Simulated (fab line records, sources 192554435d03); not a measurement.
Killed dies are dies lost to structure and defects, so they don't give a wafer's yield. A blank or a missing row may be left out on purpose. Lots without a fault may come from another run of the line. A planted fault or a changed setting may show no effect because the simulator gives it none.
Problem report in the 8D (eight disciplines) form, filled by code | flow n5_finfet | the parts of the form that need people (team, actions taken, sign-off) are left out

1. THE PROBLEM
bias_w at N5_BEOL_M5_VIA_ETCH_34 reads a mean of 219.6 W on 4 wafers of 2 lots; wafers without a fault read 185.0 W with a standard deviation of 0.5. That is +69 standard deviations from the usual mean.
The step: etches SiCOH lowk in C4F6/O2, target depth 88.3 nm, time 39.2 s.
First seen on wafer L867.3, day 11 10:11, on rie_diel-03. The record holds 18 wafers of 6 lots with a number at this step. Rule for "out", or "out of limits": more than 4 standard deviations from the usual mean. The other wafers with a number count as sound.

2. WHAT IT IS AND WHAT IT IS NOT
question                    | is                             | is not
which readings at this step | bias_w, rf_vpp_V               | drypump_motor_current_A, oes_product_au, showerhead_plenum_p_Torr, throttle_valve_pct
which lots                  | L867, L871                     | L855, L860, L872, L874
which wafers of those lots  | L867.3, L867.6, L871.1, L871.6 | L867.4, L871.3
read on which tools         | rie_diel-03                    | rie_diel-01, rie_diel-06
when                        | from day 11 10:11              | up to then (7 sound wafers); but 7 sound wafers of L871, L872, L874 came after

3. SUSPECTS, AND WHAT RULES EACH OUT
Counting: a tool at a process step up to the reading stays a suspect if it ran every lot that is out. Sound lots after the first of them don't rule it out here, since some wafers of a struck lot are sound.
- rie_diel-03 at N5_BEOL_M5_DESCUM_33 (chemistry O2, time 7 s): kept. It ran every lot that is out, first L867 (day 11 10:00); its last sound lot up to then is L860 (day 9 17:47).
- rie_diel-03 at N5_BEOL_M5_ETCH_75 (etches underlayer in N2/H2, target depth 6.5 nm, time 5.2 s): kept. It ran every lot that is out, first L867 (day 11 10:02); its last sound lot up to then is L860 (day 9 17:49).
- rie_diel-03 at N5_BEOL_M5_ETCH_67 (etches SiARC in CF4, target depth 15.6 nm, time 26 s): kept. It ran every lot that is out, first L867 (day 11 10:03); its last sound lot up to then is L860 (day 9 17:50).
- rie_diel-03 at N5_BEOL_M5_ETCH_68 (etches SOC in N2/H2, target depth 80 nm, overetch 16 nm, time 120 s): kept. It ran every lot that is out, first L867 (day 11 10:05); its last sound lot up to then is L860 (day 9 17:52).
- rie_diel-03 at N5_BEOL_M5_VIA_ETCH_34 (etches SiCOH lowk in C4F6/O2, target depth 88.3 nm, time 39.2 s): kept. It ran every lot that is out, first L867 (day 11 10:11); its last sound lot up to then is L860 (day 9 17:58). Its own readings are out on those wafers: bias_w, rf_vpp_V.
- Within rie_diel-03 at N5_BEOL_M5_DESCUM_33: the wafers that are out ran in chamber 2; their sound lot-mates ran in chamber 1.
- Within rie_diel-03 at N5_BEOL_M5_ETCH_75: the wafers that are out ran in chamber 2; their sound lot-mates ran in chamber 1.
- Within rie_diel-03 at N5_BEOL_M5_ETCH_67: the wafers that are out ran in chamber 2; their sound lot-mates ran in chamber 1.
- Within rie_diel-03 at N5_BEOL_M5_ETCH_68: the wafers that are out ran in chamber 2; their sound lot-mates ran in chamber 1.
- Within rie_diel-03 at N5_BEOL_M5_VIA_ETCH_34: the wafers that are out ran in chamber 2; their sound lot-mates ran in chamber 1.
Left after counting: rie_diel-03 at N5_BEOL_M5_DESCUM_33, rie_diel-03 at N5_BEOL_M5_ETCH_75, rie_diel-03 at N5_BEOL_M5_ETCH_67, rie_diel-03 at N5_BEOL_M5_ETCH_68, rie_diel-03 at N5_BEOL_M5_VIA_ETCH_34.

4. THE CAUSE (what the simulator had put in)
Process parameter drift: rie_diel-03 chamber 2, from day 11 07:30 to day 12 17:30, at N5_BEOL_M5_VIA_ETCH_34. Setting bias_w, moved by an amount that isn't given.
Counting left 5 suspects, and this tool is among them.

5. THE CHAIN OF EFFECTS, in route order
Each row: a reading whose mean over the struck wafers that have a number lies more than 3 standard deviations from the usual. Only readings for which the record gives a usual standard deviation are gone through. hours: the time from each lot's start at the first step in this table that gives one to its start at this step, as a median over the lots. sigmas: the change in usual standard deviations.
hours | step                   | reading  | usual   | on struck wafers | change | sigmas
0     | N5_BEOL_M5_VIA_ETCH_34 | bias_w   | 185.0 W | 219.6            | +34.6  | +69
0     | N5_BEOL_M5_VIA_ETCH_34 | rf_vpp_V | 669 V   | 770              | +101   | +22
The process steps in it:
- N5_BEOL_M5_VIA_ETCH_34: etches SiCOH lowk in C4F6/O2, target depth 88.3 nm, time 39.2 s.

6. WHAT WOULD HAVE CAUGHT IT SOONER
In this record the first reading out of limits was taken at day 11 10:11, 3 hours after the fault began at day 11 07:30.
